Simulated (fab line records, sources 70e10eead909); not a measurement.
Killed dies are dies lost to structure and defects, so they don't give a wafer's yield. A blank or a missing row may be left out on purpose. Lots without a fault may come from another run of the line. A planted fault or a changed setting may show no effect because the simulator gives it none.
Chamber matching | flow nand_harc | NHARC_A_BONDPAD_DESCUM_11 on rie_diel-02: 4 sister chambers
The step chemistry O2, time 3 s. 36 wafers are shown with their chamber, then 12 later ones without.

WAFERS WITH THEIR CHAMBER
wafer  | chamber | showerhead_plenum_p_Torr (Torr) | drypump_motor_current_A (A) | oes_product_au (a.u.)
L074.2 | 1       | 1.97                            | 6.6                         | 1.012
L074.3 | 0       | 1.83                            | 5.0                         | 1.000
L074.4 | 2       | 2.07                            | 5.7                         | 1.033
L075.1 | 2       | 2.07                            | 5.7                         | 1.045
L075.3 | 3       | 2.06                            | 5.3                         | 0.990
L075.4 | 1       | 1.97                            | 6.6                         | 1.000
L077.1 | 0       | 1.84                            | 5.1                         | 0.995
L077.3 | 3       | 2.06                            | 5.2                         | 0.989
L077.5 | 0       | 1.83                            | 5.1                         | 1.005
L076.1 | 1       | 1.97                            | 6.6                         | 1.013
L076.3 | 3       | 2.06                            | 5.2                         | 0.978
L076.6 | 2       | 2.07                            | 5.7                         | 1.044
L079.1 | 2       | 2.07                            | 5.6                         | 1.036
L079.4 | 3       | 2.06                            | 5.3                         | 0.975
L079.5 | 2       | 2.07                            | 5.6                         | 1.034
L078.2 | 2       | 2.07                            | 5.6                         | 1.038
L078.5 | 3       | 2.06                            | 5.3                         | 0.996
L078.6 | 0       | 1.83                            | 5.1                         | 0.996
L080.2 | 0       | 1.83                            | 5.1                         | 1.004
L080.5 | 0       | 1.83                            | 5.0                         | 0.993
L080.6 | 3       | 2.06                            | 5.2                         | 0.989
L081.2 | 3       | 2.06                            | 5.3                         | 0.988
L081.5 | 0       | 1.83                            | 5.0                         | 0.992
L081.6 | 1       | 1.97                            | 6.6                         | 0.998
L084.1 | 2       | 2.07                            | 5.7                         | 1.044
L084.5 | 3       | 2.06                            | 5.3                         | 0.979
L084.6 | 0       | 1.83                            | 5.1                         | 0.996
L085.2 | 3       | 2.06                            | 5.2                         | 0.987
L085.3 | 2       | 2.07                            | 5.7                         | 1.034
L085.4 | 0       | 1.83                            | 5.0                         | 0.995
L086.3 | 0       | 1.83                            | 5.1                         | 1.000
L086.4 | 1       | 1.97                            | 6.7                         | 0.987
L086.6 | 1       | 1.97                            | 6.6                         | 0.998
L091.2 | 1       | 1.97                            | 6.6                         | 0.992
L091.3 | 3       | 2.06                            | 5.2                         | 0.998
L091.4 | 0       | 1.83                            | 5.1                         | 1.002

SIGNATURES (means of the wafers above)
reading                  | chamber 0 | chamber 1 | chamber 2 | chamber 3 | scatter within a chamber
showerhead_plenum_p_Torr | 1.8309    | 1.9700    | 2.0700    | 2.0600    | 0.00169
drypump_motor_current_A  | 5.064     | 6.614     | 5.662     | 5.250     | 0.0493
oes_product_au           | 0.99800   | 1.00000   | 1.03850   | 0.98690   | 0.00671
Rule: a wafer's distance from a chamber is the root of the sum, over the readings, of the square of ((its reading less the chamber's mean) divided by the reading's scatter). The wafer belongs to the nearest chamber; if the next one is less than 2 further off, it can't be placed. The scatter: the root of (the sum of the squares of (reading less its chamber's mean) over the shown wafers, divided by (wafers less chambers)).

WAFERS WITHOUT THEIR CHAMBER
wafer  | showerhead_plenum_p_Torr (Torr) | drypump_motor_current_A (A) | oes_product_au (a.u.)
L090.1 | 1.97                            | 6.7                         | 0.997
L090.3 | 1.83                            | 5.0                         | 1.009
L090.4 | 2.06                            | 5.2                         | 1.015
L092.1 | 1.83                            | 5.1                         | 1.001
L092.2 | 2.07                            | 5.7                         | 1.002
L092.5 | 2.06                            | 5.3                         | 1.001
L095.2 | 2.06                            | 5.2                         | 0.988
L095.4 | 1.97                            | 6.6                         | 0.989
L095.6 | 2.07                            | 5.7                         | 1.019
L097.2 | 2.06                            | 5.3                         | 1.017
L097.3 | 1.97                            | 6.6                         | 0.994
L097.4 | 1.83                            | 5.0                         | 1.003

WHICH CHAMBER EACH WENT THROUGH
wafer  | from the rows above | in truth
L090.1 | 1                   | 1
L090.3 | 0                   | 0
L090.4 | 3                   | 3
L092.1 | 0                   | 0
L092.2 | 2                   | 2
L092.5 | 3                   | 3
L095.2 | 3                   | 3
L095.4 | 1                   | 1
L095.6 | 2                   | 2
L097.2 | 3                   | 3
L097.3 | 1                   | 1
L097.4 | 0                   | 0
Placed correctly: 12 of 12. Can't be placed from these rows: 0. Placed wrongly: 0.
